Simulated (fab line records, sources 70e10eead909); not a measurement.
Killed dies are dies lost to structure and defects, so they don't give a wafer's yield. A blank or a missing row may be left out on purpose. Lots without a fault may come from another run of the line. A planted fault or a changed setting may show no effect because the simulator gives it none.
Chamber matching | flow nand_harc | NHARC_A_ZERO_WELL_ETCH_13 on rie_si-06: 3 sister chambers
The step etches the open film in HBr/Cl2, target depth 120 nm, time 40.1 s. 6 wafers are shown with their chamber, then 8 later ones without.

WAFERS WITH THEIR CHAMBER
wafer  | chamber | drypump_motor_current_A (A) | oes_product_au (a.u.)
L088.6 | 2       | 6.3                         | 1.007
L090.1 | 0       | 5.3                         | 0.997
L090.3 | 1       | 5.4                         | 1.004
L091.1 | 2       | 6.4                         | 0.997
L091.2 | 1       | 5.4                         | 1.013
L091.3 | 0       | 5.3                         | 0.988

WAFERS WITHOUT THEIR CHAMBER
wafer  | drypump_motor_current_A (A) | oes_product_au (a.u.)
L093.1 | 5.4                         | 1.009
L093.2 | 6.3                         | 1.002
L093.5 | 5.3                         | 0.998
L095.1 | 5.3                         | 1.000
L095.2 | 5.4                         | 0.995
L097.2 | 5.3                         | 0.986
L097.5 | 5.3                         | 0.986
L097.6 | 5.4                         | 1.011

WHICH CHAMBER EACH WENT THROUGH
wafer  | from the rows above     | in truth
L093.1 | 1                       | 1
L093.2 | 2                       | 2
L093.5 | 0                       | 0
L095.1 | can't be placed: 0 or 1 | 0
L095.2 | can't be placed: 1 or 0 | 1
L097.2 | 0                       | 0
L097.5 | 0                       | 0
L097.6 | 1                       | 1
Placed correctly: 6 of 8. Can't be placed from these rows: 2 (the true chamber is among the candidates in 2). Placed wrongly: 0.
How it was worked out, from the rows above alone: a wafer's distance from a chamber is the root of the sum, over the readings, of the square of ((its reading less the chamber's mean) divided by the reading's scatter). The wafer belongs to the nearest chamber; if the next one is less than 2 further off, it can't be placed. A chamber's mean is the mean of its shown wafers. The scatter: the root of (the sum of the squares of (reading less its chamber's mean) over the shown wafers, divided by (wafers less chambers)).
